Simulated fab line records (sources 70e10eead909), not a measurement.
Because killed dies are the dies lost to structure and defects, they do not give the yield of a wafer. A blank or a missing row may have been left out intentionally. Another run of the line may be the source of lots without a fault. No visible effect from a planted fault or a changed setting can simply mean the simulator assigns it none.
fab line records	flow nandHarc
[record] lots = 24	wafers = 72	lastDay = 25
route steps=1159 shown A_STAIRCASE@693 A_SGD_CUT@758 A_CONTACT@868
lots that met no fault: taken from a fault-free run of the same line
startH: hours from the record's opening day to when the first of the lot's shown wafers began	waitH: hours since the lot's step before	" the same as in the row above	L1.1+2: a row that stands for several wafers	- value missing, or start not given	* or withheld: withheld	< > ~ a bound
route shown NAME@n: a module of which the file shows steps, and the number in the route of the first	usual: average and standard deviation across the fault-free wafers	same: alike in all rows	chamber/n: place in a boat	sites: each site's reading	_std_site: standard deviation across them	_edge_site: the outer-site mean with the inner-site mean subtracted	radiusMm: how far each site lies from the wafer's centre	mask NAME#n: copy n	behind: the last tool/chamber to shape the wafer	hold: cause of the lot's hold/its duration in hours/its outcome	device: the n, p or np transistor that did not switch	end of line: at the end of the route, the tests of the same wafers	a step given without rows: its recipe and nothing more	killed: the dies lost at the first sort to structure and to defects; this is not the yield of the wafer	map: shows each die of a wafer: x if killed, . if not, _ if none is there
set.NAME: the setting that was run; set.NAME@STEP: the one run at that earlier step	model.NAME: the simulator's own value behind a step, which no gauge read
route steps across a sampled set of lots; one table per step, one row per wafer
services: the hour from which a tool's chamber was out of use, counted from the record's first day as startH (under 0 if before that day), plus the number of hours and why
[[steps]]
[step NHARC_A_STAIRCASE_STRIP_316]
[recipe] o2FlowSccm = 500	arFlowSccm = 0	biasW = 0	chemistry = O2
[usual] drypumpMotorCurrentA = 5.8/0.31	oesProductAu = 1.004/0.0088	rfVppV = 57.7/0.86	showerheadPlenumPTorr = 3.51/0.11	throttleValvePct = 17.036/0.009
lot.wafer	tool	chamber	startH	waitH	drypumpMotorCurrentA	oesProductAu	rfHoursCounterH	rfVppV	showerheadPlenumPTorr	throttleValvePct
L074.4	rieDiel-05	3	-	-	5.9	0.999	36	56.3	3.35	17.014
L074.5	"	3	"	"	5.9	0.990	-	57.1	3.35	17.032
L074.6	"	0	"	"	6.1	1.006	-	57.4	3.55	17.037
L075.3	rieDiel-05	2	-	-	5.5	1.009	40	60.2	3.49	17.030
L075.5	"	1	"	"	6.0	1.018	-	58.3	3.66	17.041
L075.6	"	2	"	"	5.5	1.016	-	57.2	3.49	17.037
L076.1	rieDiel-05	3	-	-	6.0	1.000	41	58.6	3.35	17.023
L076.4	"	2	"	"	5.4	1.001	43	59.4	3.49	17.038
L076.6	"	0	"	"	6.2	1.015	-	59.8	3.55	17.027
L078.2	rieDiel-11	1	-	-	5.5	1.002	27	58.5	3.60	17.034
L078.6	"	2	"	"	6.0	1.014	-	57.8	3.76	17.012
L078.5	"	3	"	"	5.9	1.009	-	57.3	3.61	17.046
L077.3	rieDiel-05	0	-	-	6.1	1.013	41	57.7	3.55	17.038
L077.1	"	2	"	"	5.4	1.006	44	56.9	3.49	17.045
L077.5	"	3	"	"	5.9	1.002	-	57.4	3.35	17.048
L079.1	rieDiel-05	3	-	-	6.0	1.003	43	59.2	3.35	17.028
L079.2	"	1	"	"	6.0	1.005	47	58.8	3.65	17.045
L079.6	"	3	"	"	6.0	0.999	-	56.1	3.35	17.039
L080.2	rieDiel-11	3	-	-	5.9	0.995	34	56.8	3.61	17.032
L080.1	"	0	"	"	5.3	1.011	33	57.5	3.52	17.039
L080.3	"	2	"	"	6.1	1.007	34	58.5	3.76	17.038
L081.4	rieDiel-11	2	-	-	6.0	1.011	35	57.6	3.76	17.031
L081.3	"	1	"	"	5.6	0.993	34	57.8	3.60	17.033
L081.6	"	2	"	"	6.1	1.002	-	58.1	3.76	17.032
L082.4	rieDiel-04	3	-	-	6.2	0.996	3	57.3	3.55	17.045
L082.1	"	1	"	"	5.0	1.004	3	56.7	3.49	17.034
L082.5	"	3	"	"	6.2	1.002	-	57.8	3.56	17.032
L084.4	rieDiel-05	0	-	-	6.1	1.021	55	59.2	3.54	17.040
L084.1	"	1	"	"	6.0	1.001	58	58.3	3.65	17.027
L084.5	"	1	"	"	6.0	1.006	-	58.1	3.65	17.026
L083.4	rieDiel-04	0	-	-	6.0	1.015	8	57.1	3.60	17.053
L083.2	"	2	"	"	5.7	1.000	8	57.7	3.44	17.034
L083.5	"	3	"	"	6.2	1.003	-	58.2	3.55	17.041
L086.3	rieDiel-11	3	-	-	5.9	1.013	51	58.5	3.60	17.028
L086.1	"	0	"	"	5.3	1.019	50	57.8	3.51	17.043
L086.2	"	1	"	"	5.5	0.989	51	58.0	3.59	17.043
L088.4	rieDiel-11	0	-	-	5.3	1.011	50	58.9	3.51	17.036
L088.5	"	2	"	"	6.0	0.998	-	57.6	3.75	17.014
L088.6	"	3	"	"	5.9	1.004	-	57.0	3.60	17.037
L087.4	rieDiel-05	2	-	-	5.5	1.006	-	58.7	3.48	17.049
L087.6	"	2	"	"	5.4	0.990	-	56.9	3.48	17.045
L087.5	"	3	"	"	5.9	0.995	-	57.3	3.33	17.040
L085.6	rieDiel-05	2	-	-	5.4	0.993	-	56.9	3.47	17.036
L085.4	"	3	"	"	6.0	0.988	-	57.5	3.33	17.023
L085.5	"	0	"	"	6.1	1.001	-	57.4	3.54	17.029
L091.2	rieDiel-05	3	-	-	6.0	0.986	10	57.6	3.33	17.037
L091.6	"	0	"	"	6.1	1.003	-	57.2	3.53	17.034
L091.4	"	2	"	"	5.5	0.997	-	58.8	3.47	17.035
L089.3	rieDiel-05	2	-	-	5.5	1.014	10	58.6	3.47	17.048
L089.1	"	3	"	"	6.0	0.996	10	58.0	3.33	17.043
L089.6	"	2	"	"	5.4	1.018	-	56.8	3.47	17.038
L090.2	rieDiel-05	3	-	-	5.9	0.993	12	56.9	3.33	17.019
L090.4	"	3	"	"	5.9	0.981	-	57.1	3.33	17.047
L090.5	"	0	"	"	6.1	0.989	-	58.2	3.53	17.040
L092.2	rieDiel-05	2	-	-	5.4	1.011	13	56.7	3.47	17.038
L092.3	"	3	"	"	6.0	1.008	13	56.6	3.33	17.024
L092.6	"	3	"	"	6.0	1.004	-	56.4	3.33	17.042
L093.1	rieDiel-05	3	-	-	5.9	1.002	14	58.2	3.33	17.036
L093.3	"	0	"	"	6.1	1.016	8	58.0	3.53	17.043
L093.2	"	2	"	"	5.5	1.012	14	57.7	3.47	17.038
L095.4	rieDiel-04	3	-	-	6.2	1.015	36	57.6	3.54	17.033
L095.2	"	0	"	"	5.9	1.020	35	58.3	3.59	17.039
L095.6	"	3	"	"	6.2	1.009	-	57.3	3.54	17.039
L094.1	rieDiel-05	3	-	-	6.0	0.999	17	58.6	3.33	17.021
L094.4	"	2	"	"	5.5	1.000	17	57.7	3.47	17.054
L094.6	"	3	"	"	6.0	0.991	-	57.1	3.33	17.049
L096.3	rieDiel-05	3	-	-	6.0	0.989	19	56.0	3.32	17.046
L096.2	"	1	"	"	6.0	0.997	7	58.4	3.64	17.046
L096.5	"	3	"	"	5.9	0.996	-	58.3	3.32	17.058
L097.1	rieDiel-04	0	-	-	5.9	1.010	41	58.2	3.58	17.038
L097.2	"	2	"	"	5.6	0.997	43	58.3	3.42	17.030
L097.6	"	0	"	"	5.9	1.004	-	57.7	3.58	17.025
[step NHARC_A_STAIRCASE_ALD_420]
[recipe] targetThkA = 200	pulseTimeS = 6	aldCycles = 200	tempC = 300	material = SiO2
[usual] heaterPowerW = 470/47	precursorPulseHeightRel = 0.999/0.018
lot.wafer	tool	chamber	startH	waitH	heaterPowerW	precursorPulseHeightRel
L074.4	aldHk-02	2	277.21	-	440	0.986
L074.6	"	1	"	"	412	0.993
L074.5	"	2	"	"	446	0.979
L075.3	aldHk-04	2	282.81	-	425	1.026
L075.5	"	3	"	"	504	0.999
L075.6	"	0	"	"	437	0.985
L076.1	aldHk-03	2	285.64	-	572	0.997
L076.4	"	0	"	"	506	1.038
L076.6	"	1	"	"	442	1.030
L078.2	aldHk-03	0	286.91	-	516	1.004
L078.6	"	1	"	"	449	1.012
L078.5	"	2	"	"	588	0.981
L077.1	aldHk-04	1	289.56	-	443	0.954
L077.3	"	3	"	"	502	0.987
L077.5	"	2	"	"	431	0.979
L079.2	aldHk-03	1	298.08	-	459	0.994
L079.1	"	0	"	"	516	0.992
L079.6	"	2	"	"	593	0.984
L080.1	aldHk-04	0	302.11	-	436	0.985
L080.2	"	1	"	"	449	1.028
L080.3	"	2	"	"	437	0.972
L081.3	aldHk-03	0	302.26	-	515	1.002
L081.4	"	1	"	"	456	0.983
L081.6	"	0	"	"	508	1.020
L082.4	aldHk-04	0	317.68	-	439	0.960
L082.1	"	2	"	"	437	1.015
L082.5	"	0	"	"	434	1.006
L084.1	aldHk-02	1	329.83	-	378	1.000
L084.4	"	2	"	"	466	1.006
L084.5	"	0	"	"	487	0.998
L083.2	aldHk-04	3	330.67	-	499	0.988
L083.4	"	0	"	"	431	0.982
L083.5	"	2	"	"	428	0.993
L086.1	aldHk-03	0	354.14	-	500	0.999
L086.3	"	1	"	"	458	0.996
L086.2	"	2	"	"	551	1.025
L088.4	aldHk-02	2	354.62	-	450	0.996
L088.6	"	3	"	"	537	1.016
L088.5	"	0	"	"	476	0.983
L087.4	aldHk-03	3	358.94	-	424	0.998
L087.6	"	2	"	"	536	0.969
L087.5	"	3	"	"	435	1.009
L085.4	aldHk-02	0	369.40	-	477	1.004
L085.5	"	2	"	"	457	1.022
L085.6	"	3	"	"	521	0.997
L089.1	aldHk-03	2	374.78	-	542	1.007
L089.3	"	3	"	"	441	0.997
L089.6	"	2	"	"	529	1.007
L091.2	aldHk-03	0	375.90	-	490	0.973
L091.4	"	1	"	"	452	0.974
L091.6	"	2	"	"	531	1.021
L092.3	aldHk-03	0	380.82	-	487	0.976
L092.2	"	1	"	"	462	1.028
L092.6	"	2	"	"	533	0.996
L090.2	aldHk-04	2	380.84	-	438	1.009
L090.4	"	1	"	"	453	1.027
L090.5	"	3	"	"	487	1.004
L093.1	aldHk-03	1	383.32	-	456	0.993
L093.2	"	3	"	"	423	1.019
L093.3	"	0	"	"	483	0.995
L095.2	aldHk-04	2	383.64	-	443	1.054
L095.4	"	3	"	"	483	1.003
L095.6	"	0	"	"	431	1.020
L094.4	aldHk-03	0	391.36	-	504	1.017
L094.1	"	2	"	"	534	0.979
L094.6	"	1	"	"	447	1.003
L096.2	aldHk-02	2	398.95	-	460	0.987
L096.3	"	0	"	"	492	0.972
L096.5	"	2	"	"	453	0.994
L097.2	aldHk-04	1	405.42	-	452	0.996
L097.1	"	0	"	"	425	0.997
L097.6	"	2	"	"	439	0.991
[step NHARC_A_SGD_CUT_CD_MEAS_09]
[recipe] targetCdNm = 100	landingEnergyEv = 500
[usual] cdNm = 100.0/0.37
lot.wafer	tool	chamber	startH	waitH	cdNm
L074.4	cdSem-03	0	316.67	-	100.3
L074.5	"	0	"	"	99.7
L074.6	"	0	"	"	99.5
L075.3	cdSem-01	0	321.24	-	100.0
L075.5	"	0	"	"	100.5
L075.6	"	0	"	"	99.9
L078.2	cdSem-02	0	321.53	-	99.7
L078.5	"	0	"	"	99.6
L078.6	"	0	"	"	99.7
L076.1	cdSem-01	0	321.68	-	99.8
L076.4	"	0	"	"	100.5
L076.6	"	0	"	"	99.7
L077.1	cdSem-02	0	324.71	-	99.3
L077.3	"	0	"	"	99.6
L077.5	"	0	"	"	99.9
L079.1	cdSem-03	0	339.44	-	99.7
L079.2	"	0	"	"	99.7
L079.6	"	0	"	"	99.6
L081.3	cdSem-01	0	341.13	-	100.6
L081.4	"	0	"	"	100.0
L081.6	"	0	"	"	99.4
L080.1	cdSem-02	0	345.34	-	99.7
L080.2	"	0	"	"	100.1
L080.3	"	0	"	"	99.8
L082.1	cdSem-03	0	359.81	-	99.6
L082.4	"	0	"	"	100.0
L082.5	"	0	"	"	99.8
L083.2	cdSem-01	0	371.12	-	100.6
L083.4	"	0	"	"	100.5
L083.5	"	0	"	"	100.1
L084.1	cdSem-03	0	371.38	-	99.7
L084.4	"	0	"	"	99.9
L084.5	"	0	"	"	99.8
L086.1	cdSem-01	0	394.53	-	100.0
L086.2	"	0	"	"	100.4
L086.3	"	0	"	"	100.1
L088.4	cdSem-01	0	394.78	-	99.6
L088.5	"	0	"	"	99.4
L088.6	"	0	"	"	99.3
L087.4	cdSem-03	0	402.29	-	100.1
L087.5	"	0	"	"	100.6
L087.6	"	0	"	"	99.9
L085.4	cdSem-02	0	411.86	-	100.2
L085.5	"	0	"	"	100.5
L085.6	"	0	"	"	99.9
L093.1	cdSem-01	0	416.91	-	100.3
L093.2	"	0	"	"	99.7
L093.3	"	0	"	"	100.2
L095.2	cdSem-01	0	417.19	-	99.4
L095.4	"	0	"	"	100.0
L095.6	"	0	"	"	100.0
L090.2	cdSem-02	0	417.40	-	99.7
L090.4	"	0	"	"	100.0
L090.5	"	0	"	"	100.2
L089.1	cdSem-01	0	418.20	-	100.7
L089.3	"	0	"	"	100.3
L089.6	"	0	"	"	99.7
L092.2	cdSem-01	0	418.51	-	99.8
L092.3	"	0	"	"	100.2
L092.6	"	0	"	"	100.2
L091.2	cdSem-01	0	418.83	-	99.8
L091.4	"	0	"	"	100.1
L091.6	"	0	"	"	99.8
L094.1	cdSem-03	0	433.08	-	99.6
L094.4	"	0	"	"	99.8
L094.6	"	0	"	"	100.1
L097.1	cdSem-02	0	437.60	-	100.1
L097.2	"	0	"	"	100.6
L097.6	"	0	"	"	100.5
L096.2	cdSem-02	0	437.76	-	100.2
L096.3	"	0	"	"	100.5
L096.5	"	0	"	"	100.5
[step NHARC_A_CONTACT_ETCH_117]
[recipe] sourceW = withheld	pressureMtorr = 20	biasV = 3000	timeS = 94	targetDepthA = 9220	arFlowSccm = withheld	c4f8FlowSccm = withheld	o2FlowSccm = withheld	chemistry = C4F8/O2/Ar
lot.wafer	tool	chamber	startH	waitH	rfHoursCounterH
L074.4	harCapEtch-03	1	377.57	0.1	-
L074.6	"	1	"	"	-
L074.5	"	0	"	"	-
L078.2	harCapEtch-01	0	379.58	0.1	57
L078.5	"	1	"	"	-
L078.6	"	0	"	"	-
L075.3	harCapEtch-02	0	383.75	0.1	-
L075.5	"	1	"	"	-
L075.6	"	0	"	"	-
L076.1	harCapEtch-01	0	390.34	0.1	60
L076.4	"	1	"	"	-
L076.6	"	0	"	"	-
L077.1	harCapEtch-01	1	398.61	0.1	62
L077.3	"	0	"	"	-
L077.5	"	1	"	"	-
L079.1	harCapEtch-03	1	404.01	0.1	86
L079.2	"	0	"	"	86
L079.6	"	0	"	"	-
L081.3	harCapEtch-02	1	409.50	0.1	-
L081.4	"	0	"	"	-
L081.6	"	0	"	"	-
L080.2	harCapEtch-02	1	416.38	0.1	17
L080.1	"	0	"	"	17
L080.3	"	1	"	"	-
L082.1	harCapEtch-03	0	424.14	0.1	89
L082.4	"	0	"	"	-
L082.5	"	1	"	"	-
L084.1	harCapEtch-03	1	430.03	0.1	90
L084.4	"	0	"	"	-
L084.5	"	1	"	"	-
L083.2	harCapEtch-02	1	430.40	0.1	20
L083.4	"	0	"	"	-
L083.5	"	1	"	"	-
L088.4	harCapEtch-03	0	459.34	0.1	-
L088.6	"	1	"	"	-
L088.5	"	0	"	"	-
L086.1	harCapEtch-02	0	460.15	0.1	23
L086.2	"	1	"	"	23
L086.3	"	1	"	"	-
L087.4	harCapEtch-01	1	464.06	0.1	-
L087.5	"	0	"	"	-
L087.6	"	1	"	"	-
L085.4	harCapEtch-01	1	472.67	0.1	-
L085.5	"	0	"	"	-
L085.6	"	1	"	"	-
L090.2	harCapEtch-02	0	474.46	0.1	25
L090.4	"	1	"	"	-
L090.5	"	0	"	"	-
L093.1	harCapEtch-01	0	476.32	0.1	73
L093.2	"	1	"	"	73
L093.3	"	1	"	"	-
L091.2	harCapEtch-02	0	484.92	0.1	27
L091.4	"	1	"	"	-
L091.6	"	0	"	"	-
L095.2	harCapEtch-03	1	486.94	0.1	100
L095.4	"	0	"	"	-
L095.6	"	1	"	"	-
L092.2	harCapEtch-03	0	492.85	0.1	101
L092.3	"	1	"	"	-
L092.6	"	1	"	"	-
L089.1	harCapEtch-01	0	493.04	0.1	77
L089.3	"	1	"	"	-
L089.6	"	1	"	"	-
L094.1	harCapEtch-02	1	498.15	0.1	30
L094.4	"	0	"	"	-
L094.6	"	0	"	"	-
L097.2	harCapEtch-01	1	503.47	0.1	79
L097.1	"	0	"	"	79
L097.6	"	1	"	"	-
L096.2	harCapEtch-03	1	507.22	0.1	105
L096.3	"	1	"	"	-
L096.5	"	0	"	"	-
[step NHARC_A_CONTACT_ETCH_77]
[recipe] targetDepthA = 726	timeS = 36.3	cf4FlowSccm = 100	chf3FlowSccm = 30	arFlowSccm = 0	rfW = 500	biasW = 200	chemistry = CF4/CHF3
[usual] drypumpMotorCurrentA = 5.7/0.38	oesProductAu = 0.943/0.023	rfVppV = 371.1/2.1	showerheadPlenumPTorr = 1.59/0.056	throttleValvePct = 16.803/0.0091
lot.wafer	tool	chamber	startH	waitH	drypumpMotorCurrentA	oesProductAu	rfHoursCounterH	rfVppV	showerheadPlenumPTorr	throttleValvePct
L074.4	rieDiel-11	1	-	-	5.5	0.989	2	373.2	1.60	16.812
L074.5	"	0	"	"	5.3	0.970	-	369.3	1.56	16.807
L074.6	"	1	"	"	5.5	0.982	-	370.8	1.60	16.812
L078.2	rieDiel-04	1	-	-	5.0	0.933	37	370.1	1.55	16.806
L078.5	"	2	"	"	5.6	0.927	-	368.8	1.53	16.803
L078.6	"	3	"	"	6.2	0.925	-	371.5	1.58	16.817
L075.3	rieDiel-03	2	-	-	5.4	0.921	30	372.3	1.63	16.796
L075.5	"	1	"	"	5.5	0.926	-	375.7	1.67	16.801
L075.6	"	2	"	"	5.4	0.925	-	371.5	1.63	16.797
L076.4	rieDiel-11	1	-	-	5.5	0.915	6	369.8	1.60	16.796
L076.1	"	0	"	"	5.3	0.923	6	370.1	1.56	16.797
L076.6	"	1	"	"	5.5	0.924	-	372.0	1.60	16.809
L077.3	rieDiel-04	0	-	-	6.0	0.938	42	371.4	1.60	16.804
L077.1	"	3	"	"	6.2	0.935	43	371.7	1.58	16.803
L077.5	"	1	"	"	5.0	0.924	-	370.1	1.55	16.799
L079.2	rieDiel-11	2	-	-	6.1	0.983	10	374.3	1.67	16.812
L079.1	"	3	"	"	5.9	0.967	10	369.5	1.60	16.786
L079.6	"	1	"	"	5.5	0.988	-	372.6	1.60	16.821
L081.4	rieDiel-11	2	-	-	6.0	0.934	15	374.3	1.67	16.813
L081.3	"	3	"	"	5.9	0.933	15	372.3	1.60	16.804
L081.6	"	2	"	"	6.0	0.940	-	374.0	1.67	16.801
L080.2	rieDiel-04	2	-	-	5.6	0.928	53	368.8	1.52	16.808
L080.3	"	0	"	"	6.0	0.939	52	371.6	1.60	16.805
L080.1	"	1	"	"	5.0	0.911	53	369.9	1.54	16.790
L082.1	rieDiel-03	1	-	-	5.5	0.965	3	373.6	1.67	16.776
L082.4	"	2	"	"	5.4	0.977	6	372.6	1.62	16.795
L082.5	"	0	"	"	5.4	0.970	-	368.5	1.48	16.796
L084.1	rieDiel-03	1	-	-	5.5	0.927	4	372.3	1.67	16.807
L084.4	"	3	"	"	6.4	0.930	6	372.4	1.62	16.793
L084.5	"	1	"	"	5.5	0.918	-	374.1	1.67	16.806
L083.2	rieDiel-03	3	-	-	6.4	0.924	6	372.3	1.62	16.803
L083.4	"	0	"	"	5.4	0.917	6	367.4	1.48	16.799
L083.5	"	3	"	"	6.4	0.931	-	370.5	1.62	16.798
L088.4	rieDiel-11	0	-	-	5.3	0.960	30	370.0	1.55	16.802
L088.6	"	1	"	"	5.5	0.976	-	372.0	1.59	16.802
L088.5	"	2	"	"	6.1	0.981	-	373.0	1.66	16.797
L086.3	rieDiel-03	1	-	-	5.6	0.927	8	374.7	1.67	16.800
L086.1	"	3	"	"	6.3	0.926	10	371.2	1.62	16.811
L086.2	"	0	"	"	5.4	0.923	10	369.0	1.48	16.823
L087.4	rieDiel-03	0	-	-	5.4	0.945	11	367.7	1.48	16.820
L087.5	"	3	"	"	6.3	0.949	-	372.4	1.62	16.804
L087.6	"	0	"	"	5.4	0.940	-	367.3	1.48	16.808
L085.4	rieDiel-03	1	-	-	5.5	0.938	11	373.8	1.67	16.809
L085.5	"	1	"	"	5.5	0.927	-	375.0	1.67	16.813
L085.6	"	2	"	"	5.4	0.925	-	371.9	1.62	16.804
L090.2	rieDiel-11	2	-	-	6.0	0.972	38	375.8	1.66	16.793
L090.4	"	3	"	"	5.9	0.971	38	372.6	1.60	16.805
L090.5	"	1	"	"	5.5	0.979	-	371.3	1.59	16.801
L093.3	rieDiel-03	3	-	-	6.3	0.923	15	371.9	1.62	16.799
L093.2	"	1	"	"	5.5	0.922	12	373.1	1.67	16.802
L093.1	"	2	"	"	5.4	0.900	14	372.7	1.62	16.795
L091.2	rieDiel-04	2	-	-	5.6	0.947	8	366.0	1.52	16.823
L091.4	"	0	"	"	6.0	0.969	9	372.2	1.59	16.800
L091.6	"	3	"	"	6.2	0.948	-	369.3	1.57	16.803
L095.2	rieDiel-03	2	-	-	5.4	0.948	16	371.5	1.62	16.800
L095.4	"	3	"	"	6.4	0.986	17	372.6	1.62	16.810
L095.6	"	1	"	"	5.5	0.970	-	373.4	1.67	16.805
L092.2	rieDiel-04	0	-	-	5.9	0.969	11	370.2	1.59	16.807
L092.3	"	2	"	"	5.6	0.956	11	368.8	1.52	16.797
L092.6	"	3	"	"	6.2	0.964	-	369.7	1.57	16.811
L089.1	rieDiel-11	3	-	-	5.9	0.938	43	370.5	1.59	16.820
L089.3	"	1	"	"	5.5	0.931	44	371.3	1.59	16.810
L089.6	"	3	"	"	5.9	0.936	-	370.3	1.59	16.820
L094.4	rieDiel-03	2	-	-	5.4	0.947	18	371.5	1.62	16.818
L094.1	"	1	"	"	5.6	0.953	16	372.6	1.67	16.800
L094.6	"	2	"	"	5.4	0.945	-	372.8	1.62	16.794
L097.1	rieDiel-11	1	-	-	5.5	0.926	46	371.0	1.59	16.808
L097.2	"	2	"	"	6.1	0.923	45	372.4	1.66	16.804
L097.6	"	1	"	"	5.5	0.931	-	371.3	1.59	16.799
L096.3	rieDiel-04	0	-	-	5.9	0.921	16	371.0	1.59	16.799
L096.2	"	2	"	"	5.6	0.913	15	369.5	1.52	16.802
L096.5	"	0	"	"	6.0	0.925	-	369.9	1.59	16.796
[step NHARC_A_CONTACT_CD_MEAS_80]
[usual] cdNm = 189.2/0.74
lot.wafer	tool	chamber	startH	waitH	cdNm
L074.4	cdSem-03	-	387.94	-	190.1
L074.5	"	-	"	"	190.0
L074.6	"	-	"	"	189.8
L078.2	cdSem-02	-	388.70	-	188.1
L078.5	"	-	"	"	188.2
L078.6	"	-	"	"	188.3
L075.3	cdSem-01	-	392.08	-	189.3
L075.5	"	-	"	"	189.3
L075.6	"	-	"	"	189.4
L076.1	cdSem-03	-	398.91	-	189.2
L076.4	"	-	"	"	188.7
L076.6	"	-	"	"	189.1
L077.1	cdSem-01	-	407.00	-	189.2
L077.3	"	-	"	"	189.7
L077.5	"	-	"	"	189.3
L079.1	cdSem-01	-	412.11	-	187.8
L079.2	"	-	"	"	188.2
L079.6	"	-	"	"	188.4
L081.3	cdSem-02	-	420.13	-	190.0
L081.4	"	-	"	"	189.9
L081.6	"	-	"	"	190.2
L080.1	cdSem-01	-	425.60	-	189.0
L080.2	"	-	"	"	188.7
L080.3	"	-	"	"	188.9
L082.1	cdSem-02	-	436.61	-	189.2
L082.4	"	-	"	"	189.5
L082.5	"	-	"	"	189.4
L084.1	cdSem-01	-	439.14	-	189.0
L084.4	"	-	"	"	189.2
L084.5	"	-	"	"	189.6
L083.2	cdSem-03	-	439.87	-	190.3
L083.4	"	-	"	"	189.9
L083.5	"	-	"	"	190.2
L088.4	cdSem-01	-	467.60	-	189.2
L088.5	"	-	"	"	189.0
L088.6	"	-	"	"	189.2
L086.1	cdSem-02	-	468.32	-	186.7
L086.2	"	-	"	"	187.3
L086.3	"	-	"	"	187.8
L087.4	cdSem-03	-	475.04	-	189.1
L087.5	"	-	"	"	189.1
L087.6	"	-	"	"	188.9
L085.4	cdSem-03	-	481.98	-	189.5
L085.5	"	-	"	"	189.1
L085.6	"	-	"	"	189.4
L090.2	cdSem-02	-	485.30	-	189.7
L090.4	"	-	"	"	189.8
L090.5	"	-	"	"	189.6
L093.1	cdSem-03	-	488.81	-	189.9
L093.2	"	-	"	"	189.3
L093.3	"	-	"	"	189.1
L091.2	cdSem-01	-	497.95	-	189.1
L091.4	"	-	"	"	189.7
L091.6	"	-	"	"	189.6
L095.2	cdSem-03	-	499.32	-	189.6
L095.4	"	-	"	"	190.4
L095.6	"	-	"	"	189.3
L092.2	cdSem-03	-	505.12	-	188.9
L092.3	"	-	"	"	189.3
L092.6	"	-	"	"	189.4
L089.1	cdSem-01	-	507.86	-	189.7
L089.3	"	-	"	"	189.6
L089.6	"	-	"	"	189.4
L094.1	cdSem-02	-	510.13	-	189.6
L094.4	"	-	"	"	189.8
L094.6	"	-	"	"	190.0
L097.1	cdSem-02	-	514.71	-	188.8
L097.2	"	-	"	"	188.9
L097.6	"	-	"	"	189.7
L096.2	cdSem-02	-	516.49	-	190.4
L096.3	"	-	"	"	189.9
L096.5	"	-	"	"	189.7
[[services]]
tool	chamber	startH	hours	kind
rieDiel-04	1	253.92	2.7	repair
rieDiel-04	1	275.49	13.2	repair
rieDiel-04	2	286.14	9.2	repair
rieDiel-04	-	289.06	9.0	pm
harCapEtch-02	-	294.27	0.2	repair
rieDiel-03	1	303.35	6.5	repair
rieDiel-11	1	304.97	3.8	repair
harCapEtch-02	-	305.00	17.0	pm
rieDiel-05	2	305.93	9.1	repair
rieDiel-11	-	310.36	0.3	repair
rieDiel-05	1	323.17	52.0	repair
aldHk-04	-	324.43	1.1	repair
aldHk-03	-	329.62	1.4	repair
harCapEtch-01	-	339.83	1.1	repair
rieDiel-05	-	341.01	9.0	pm
rieDiel-11	3	350.25	3.7	repair
harCapEtch-02	-	354.05	0.3	repair
rieDiel-11	2	399.95	2.8	repair
rieDiel-03	1	413.39	7.9	repair
aldHk-03	-	416.52	1.7	repair
rieDiel-11	1	442.47	8.3	repair
rieDiel-04	-	466.06	9.0	pm
rieDiel-04	-	491.98	0.2	repair
aldHk-03	-	506.55	10.0	pm
[[key]]
fault none
